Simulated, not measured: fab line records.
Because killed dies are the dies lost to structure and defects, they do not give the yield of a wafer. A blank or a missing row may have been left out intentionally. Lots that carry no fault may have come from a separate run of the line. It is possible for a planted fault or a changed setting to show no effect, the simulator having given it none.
What tool caused it? ; flow nand_harc ; 10 lots, 30 wafers sampled, at 7 steps of a route of 1159

== WHAT THE GAUGES READ, wafer by wafer ==
NHARC_P_CONTACT_INSPECT_27. Usual: raw_defect_count 301, standard deviation 120.
lot;measured;on;raw_defect_count;flag
L300;day 6 00:07;defect_inspect-02;274 280 200;
L301;day 6 15:48;defect_inspect-01;287 321 303;
L310;day 8 10:08;defect_inspect-02;221 220 207;
L311;day 9 01:53;defect_inspect-02;224 262 493;
L314;day 9 14:19;defect_inspect-01;230 292 325;
L316;day 10 01:04;defect_inspect-01;383 329 351;
L319;day 10 22:58;defect_inspect-01;300 298 333;
L318;day 10 23:00;defect_inspect-02;262 333 472;
L321;day 11 03:19;defect_inspect-02;238 404 318;
L322;day 11 16:47;defect_inspect-02;412 388 401;

NHARC_P_M0_THK_MEAS_24: measures by xrf. Usual: thk_nm 117.4 nm, standard deviation 1.5.
lot;measured;on;thk_nm (nm);flag
L300;day 6 03:26;film_metro-01;117.9 119.5 118.8;
L301;day 6 19:05;film_metro-01;119.6 117.5 118.4;
L310;day 8 13:25;film_metro-01;29.1 31.4 30.1;OFF
L311;day 9 05:16;film_metro-01;30.4 29.2 27.0;OFF
L314;day 9 17:47;film_metro-01;117.0 115.7 115.1;
L316;day 10 04:22;film_metro-01;117.2 117.4 116.7;
L319;day 11 02:36;film_metro-01;118.4 118.6 119.8;
L318;day 11 03:02;film_metro-01;116.8 116.3 119.4;
L321;day 11 06:44;film_metro-01;115.9 118.5 116.4;
L322;day 11 20:10;film_metro-01;119.7 117.0 117.5;

NHARC_END_SORT_01. Usual: defect_limited_yield 95.8 %, standard deviation 1.3; killed_at_array 24, standard deviation 8.7; killed_at_other 0.8, standard deviation 1.2; killed_at_periphery 3.6, standard deviation 2.3; killed_dies 28, standard deviation 8.9; killed_open 3.2, standard deviation 1.9; killed_short 2.0, standard deviation 1.6; sort_bin_2_pct 1.3 %, standard deviation 0.57; sort_bin_3_pct 0.22 %, standard deviation 0.19; sort_bin_4_pct 2.7 %, standard deviation 0.89; sort_n_pass 649, standard deviation 8.9; sort_rim_yield_pct 95 %, standard deviation 3.1; sort_yield_pct 95.8 %, standard deviation 1.3.
lot;measured;on;defect_limited_yield (%);killed_at_array;killed_at_other;killed_at_periphery;killed_dies;killed_open;killed_short;sort_bin_2_pct (%);sort_bin_3_pct (%);sort_bin_4_pct (%);sort_n_pass;sort_rim_yield_pct (%);sort_yield_pct (%);flag
L310;day 22 22:02;prober-01;0 0 0;19 19 17;0 1 0;658 657 660;677 677 677;3 7 0;1 1 0;97.5 97.5 97.3;0.30 0.44 0.15;2.2 2.1 2.5;0 0 0;0 0 0;0 0 0;OFF
L311;day 24 01:56;prober-02;0 0 0;26 29 20;4 2 1;647 646 656;677 677 677;3 6 3;4 3 1;97.0 96.6 97.3;0.59 0.15 0;2.4 3.2 2.7;0 0 0;0 0 0;0 0 0;OFF
L314;day 24 10:32;prober-01;94.2 95.7 94.2;36 28 34;1 0 2;2 1 3;39 29 39;5 2 1;3 5 4;1.5 1.8 0.6;0.15 0.15 0.59;4.1 2.4 4.6;638 648 638;96 95 97;94.2 95.7 94.2;

== TOOL THAT RAN EACH LOT (tool first, then ch and the chambers of the sampled wafers, then the start) ==
lot;NHARC_P_CONTACT_DESCUM_17;NHARC_P_M0_ETCH_34;NHARC_P_M0_ECD_22;NHARC_P_M0_CMP_23
L300;rie_diel-02 ch 1,3, day 5 16:43;rie_diel-12 ch 1,3, day 6 01:11;ecd_cu-01 ch 0,1, day 6 02:25;cmp-04 ch 2,3, day 6 03:08
L301;rie_diel-10 ch 0,1,2, day 6 12:38;rie_diel-01 ch 0,2,3, day 6 16:51;ecd_cu-02 ch 0, day 6 18:06;cmp-02 ch 1,2,3, day 6 18:50
L310;rie_diel-02 ch 0,1, day 8 07:03;rie_diel-12 ch 0,2,3, day 8 11:12;ecd_cu-01 ch 0,1, day 8 12:26;cmp-04 ch 1,2,3, day 8 13:11
L311;rie_diel-02 ch 0,2,3, day 8 18:34;rie_diel-01 ch 0,1,2, day 9 03:03;ecd_cu-02 ch 0,1, day 9 04:14;cmp-01 ch 1,2,3, day 9 04:57
L314;rie_diel-04 ch 0,1,3, day 9 04:55;rie_diel-09 ch 0,1,2, day 9 15:30;ecd_cu-02 ch 0, day 9 16:45;cmp-02 ch 0,1,3, day 9 17:28
L316;rie_diel-10 ch 0,1,3, day 9 20:34;rie_diel-12 ch 0,1,2, day 10 02:08;ecd_cu-02 ch 0,1, day 10 03:19;cmp-01 ch 0,3, day 10 04:04
L319;rie_diel-02 ch 0,2, day 10 14:58;rie_diel-09 ch 0,1, day 11 00:22;ecd_cu-02 ch 0, day 11 01:34;cmp-04 ch 2,3, day 11 02:17
L318;rie_diel-10 ch 1,2,3, day 10 15:29;rie_diel-12 ch 0,1,3, day 11 00:46;ecd_cu-01 ch 0, day 11 02:02;cmp-02 ch 0,2,3, day 11 02:45
L321;rie_diel-02 ch 2,3, day 11 00:06;rie_diel-09 ch 0,1,3, day 11 04:29;ecd_cu-02 ch 0,1, day 11 05:40;cmp-02 ch 0,1,3, day 11 06:30
L322;rie_diel-10 ch 0,1,3, day 11 12:02;rie_diel-01 ch 0,1, day 11 17:50;ecd_cu-02 ch 0,1, day 11 19:04;cmp-04 ch 0,1,3, day 11 19:55
- NHARC_P_CONTACT_DESCUM_17: chemistry O2, time 3 s.
- NHARC_P_M0_ETCH_34: etches the open film in N2/H2, target depth 40 nm, overetch 12 nm, time 43.94 s.
- NHARC_P_M0_ECD_22: material Cu, target thk 400 nm.
- NHARC_P_M0_CMP_23: polishes, t overpolish 20 s, target thk 117.53 nm.

== AS READ BY THE TOOLS THEMSELVES (means over the sampled wafers that have a number; for cases with no such wafer, the mark the record gives instead) ==
NHARC_P_CONTACT_DESCUM_17. Usual: drypump_motor_current_A 5.7 A, standard deviation 0.49; mfc_ar_sccm 0.007 sccm, standard deviation 0.0091; oes_product_au 1.002 a.u., standard deviation 0.013; rf_vpp_V 57.8 V, standard deviation 0.92; showerhead_plenum_p_Torr 1.93 Torr, standard deviation 0.072; throttle_valve_pct 11.311 %, standard deviation 0.0087.
lot;tool;drypump_motor_current_A (A);mfc_ar_sccm (sccm);oes_product_au (a.u.);rf_vpp_V (V);showerhead_plenum_p_Torr (Torr);throttle_valve_pct (%);flag
L300;rie_diel-02;6.3;0.013;1.005;57.2;1.88;11.312;
L301;rie_diel-10;5.5;0.013;1.009;57.2;1.87;11.312;
L310;rie_diel-02;6.3;0.013;0.987;57.9;1.92;11.303;
L311;rie_diel-02;5.9;0.000;1.019;58.2;2.00;11.311;
L314;rie_diel-04;5.7;0.007;1.003;58.1;1.90;11.308;
L316;rie_diel-10;5.6;0.006;0.991;57.9;1.89;11.316;
L319;rie_diel-02;5.9;0.000;0.997;57.9;2.03;11.308;
L318;rie_diel-10;5.4;0.013;0.998;58.5;1.91;11.314;
L321;rie_diel-02;5.9;0.000;1.000;59.0;2.00;11.315;
L322;rie_diel-10;5.6;0.006;1.000;57.2;1.89;11.316;

NHARC_P_M0_ETCH_34. Usual: drypump_motor_current_A 5.64 A, standard deviation 0.28; mfc_ar_sccm 0.012 sccm, standard deviation 0.012; oes_product_au 1.000 a.u., standard deviation 0.016; rf_vpp_V 430.9 V, standard deviation 3; showerhead_plenum_p_Torr 2.06 Torr, standard deviation 0.1; throttle_valve_pct 14.170 %, standard deviation 0.0086.
lot;tool;drypump_motor_current_A (A);mfc_ar_sccm (sccm);oes_product_au (a.u.);rf_vpp_V (V);showerhead_plenum_p_Torr (Torr);throttle_valve_pct (%);flag
L300;rie_diel-12;5.47;0.006;0.987;428.6;2.00;14.168;
L301;rie_diel-01;5.99;0.000;0.991;433.3;2.12;14.169;
L310;rie_diel-12;5.54;0.012;0.982;429.0;1.98;14.173;
L311;rie_diel-01;5.84;0.000;1.001;433.3;2.13;14.168;
L314;rie_diel-09;5.70;0.016;1.002;430.1;2.04;14.168;
L316;rie_diel-12;5.70;0.015;1.005;429.4;2.03;14.164;
L319;rie_diel-09;5.69;0.024;1.016;430.1;2.03;14.173;
L318;rie_diel-12;5.55;0.011;1.008;429.5;2.00;14.171;
L321;rie_diel-09;5.58;0.025;1.012;431.8;2.12;14.168;
L322;rie_diel-01;5.86;0.000;1.006;432.4;2.12;14.170;

NHARC_P_M0_ECD_22. Usual: bath_heat_duty_pct 6.2 %, standard deviation 0.59; bath_temp_c 25.01 C, standard deviation 0.1.
lot;tool;bath_heat_duty_pct (%);bath_temp_c (C);flag
L300;ecd_cu-01;6.6;24.96;
L301;ecd_cu-02;6.5;25.01;
L310;ecd_cu-01;-;-;OFF
L311;ecd_cu-02;-;-;OFF
L314;ecd_cu-02;6.0;24.93;
L316;ecd_cu-02;6.2;25.03;
L319;ecd_cu-02;6.3;25.10;
L318;ecd_cu-01;5.2;25.00;
L321;ecd_cu-02;6.5;24.95;
L322;ecd_cu-02;6.5;24.84;

NHARC_P_M0_CMP_23. Usual: motor_current_A 12.1 A, standard deviation 0.81; time_to_endpoint_s 28.7 s, standard deviation 2.6.
lot;tool;motor_current_A (A);time_to_endpoint_s (s);flag
L300;cmp-04;12.8;27.9;
L301;cmp-02;11.7;28.4;
L310;cmp-04;11.9;2.3;OFF
L311;cmp-01;11.5;1.6;OFF
L314;cmp-02;12.1;28.5;
L316;cmp-01;11.5;29.5;
L319;cmp-04;12.6;30.7;
L318;cmp-02;12.6;26.8;
L321;cmp-02;12.2;26.2;
L322;cmp-04;12.8;30.6;

== THE ANSWER, worked out from the rows above alone ==
Rule: take the mean of a lot's wafers that have a number; if it is more than 3 standard deviations from the usual mean, the lot is off. Also off: a lot with no number at a reading for which 4 or more lots have one. All remaining lots with rows at the step are treated as sound. After the gauges, taken in route order, come the tools' own readings; for these a lot's mean is taken, as printed above. At the first step where some lot is off, the reading lying furthest off is the one used; lots without a number count as furthest.
Off: L310, L311 (NHARC_P_M0_THK_MEAS_24, thk_nm).
A tool fits if, at a process step before that reading, it ran every lot that is off, and no sound lot after the first of them. Not tried: the gauges at NHARC_P_M0_THK_MEAS_24; whatever is off there is also off at NHARC_END_SORT_01, on other tools, and gauge error can't account for it. No candidate that was tried fits.

== WHAT THE SIMULATOR HAD INSERTED ==
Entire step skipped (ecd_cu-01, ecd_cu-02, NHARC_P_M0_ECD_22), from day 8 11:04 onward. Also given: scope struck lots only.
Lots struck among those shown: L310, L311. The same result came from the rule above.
